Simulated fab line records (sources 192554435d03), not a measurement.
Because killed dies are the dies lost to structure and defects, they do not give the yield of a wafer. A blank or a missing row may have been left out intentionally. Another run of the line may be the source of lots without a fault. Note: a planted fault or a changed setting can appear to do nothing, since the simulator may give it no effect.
Chamber matching | flow n5Finfet | pecvd-03 running N5_GATE_CUT_HM_DEP_46: 3 sister chambers
The step deposits SiO2 from TEOS/O2, target thk 130 nm, time 26.6 s. 3 wafers are shown with their chamber, then 12 later ones without.

## WAFERS PAIRED WITH THEIR CHAMBERS
wafer  | chamber | showerheadPlenumPTorr (Torr)
L090.2 | 1       | 8.336
L090.3 | 0       | 8.403
L090.5 | 2       | 8.382

## WAFERS WITH NO CHAMBER GIVEN
wafer  | showerheadPlenumPTorr (Torr)
L091.3 | 8.390
L091.4 | 8.386
L091.6 | 8.343
L093.1 | 8.378
L093.4 | 8.336
L093.6 | 8.383
L095.3 | 8.402
L095.5 | 8.389
L095.6 | 8.316
L097.2 | 8.407
L097.4 | 8.387
L097.5 | 8.406

## CHAMBER TAKEN BY EACH
wafer  | from the rows above     | in truth
L091.3 | can't be placed: 2 or 0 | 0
L091.4 | can't be placed: 2 or 0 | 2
L091.6 | 1                       | 1
L093.1 | 2                       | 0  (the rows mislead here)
L093.4 | 1                       | 1
L093.6 | 2                       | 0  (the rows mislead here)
L095.3 | 0                       | 0
L095.5 | can't be placed: 2 or 0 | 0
L095.6 | 1                       | 1
L097.2 | 0                       | 0
L097.4 | can't be placed: 2 or 0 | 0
L097.5 | 0                       | 0
Correct placement for 6 of the 12. Not placeable from these rows: 4 (in 4, the candidates include the true chamber). Wrongly placed: 2.
How it was worked out, from the rows above alone: a wafer's distance from a chamber is the root of the sum, over the readings, of the square of ((its reading less the chamber's mean) divided by the reading's scatter). If the next closest chamber is less than 2 further off than the closest, the wafer can't be placed; otherwise it belongs to the closest. For every chamber, the mean is computed from those of its wafers that are shown. The scatter: root of mean squared gap, hidden wafer to nearest shown wafer, with one shown wafer a chamber.
